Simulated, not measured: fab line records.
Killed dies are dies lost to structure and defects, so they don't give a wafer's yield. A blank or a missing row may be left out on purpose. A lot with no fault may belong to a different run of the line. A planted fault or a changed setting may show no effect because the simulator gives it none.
Matching of chambers / flow n5Finfet / rieDiel-01 running N5_MOL_CONTACT_COAG_DESCUM_45: 4 sister chambers
The step chemistry O2, time 7 s. 4 wafers are shown with their chamber, then 9 later ones without.

## WAFERS WITH THEIR CHAMBER
wafer=L079.5; chamber=2; drypumpMotorCurrentA (A)=6.3
wafer=L084.4; chamber=1; drypumpMotorCurrentA (A)=5.3
wafer=L086.1; chamber=0; drypumpMotorCurrentA (A)=6.1
wafer=L086.4; chamber=3; drypumpMotorCurrentA (A)=5.7

## WAFERS MISSING THEIR CHAMBER
wafer=L089.4; drypumpMotorCurrentA (A)=5.3
wafer=L089.5; drypumpMotorCurrentA (A)=6.4
wafer=L089.6; drypumpMotorCurrentA (A)=5.3
wafer=L095.1; drypumpMotorCurrentA (A)=6.1
wafer=L095.5; drypumpMotorCurrentA (A)=5.3
wafer=L095.6; drypumpMotorCurrentA (A)=6.1
wafer=L097.1; drypumpMotorCurrentA (A)=5.3
wafer=L097.3; drypumpMotorCurrentA (A)=5.7
wafer=L097.5; drypumpMotorCurrentA (A)=5.7

## WHICH CHAMBER EACH ONE RAN IN
wafer=L089.4; from the rows above=1; in truth=1
wafer=L089.5; from the rows above=2; in truth=2
wafer=L089.6; from the rows above=1; in truth=1
wafer=L095.1; from the rows above=0; in truth=0
wafer=L095.5; from the rows above=1; in truth=1
wafer=L095.6; from the rows above=0; in truth=0
wafer=L097.1; from the rows above=1; in truth=1
wafer=L097.3; from the rows above=3; in truth=3
wafer=L097.5; from the rows above=3; in truth=3
Correctly placed: 9 of 9. Number that these rows cannot place: 0. Placed wrongly: 0.
How it was worked out, from the rows above alone: a wafer's distance from a chamber is the root of the sum, over the readings, of the square of ((its reading less the chamber's mean) divided by the reading's scatter). If the next closest chamber is less than 2 further off than the closest, the wafer can't be placed; otherwise it belongs to the closest. A chamber's mean is the mean of its shown wafers. The scatter (one wafer shown for each chamber): square how far every hidden wafer sits from the nearest shown wafer, average those squares and take the square root.
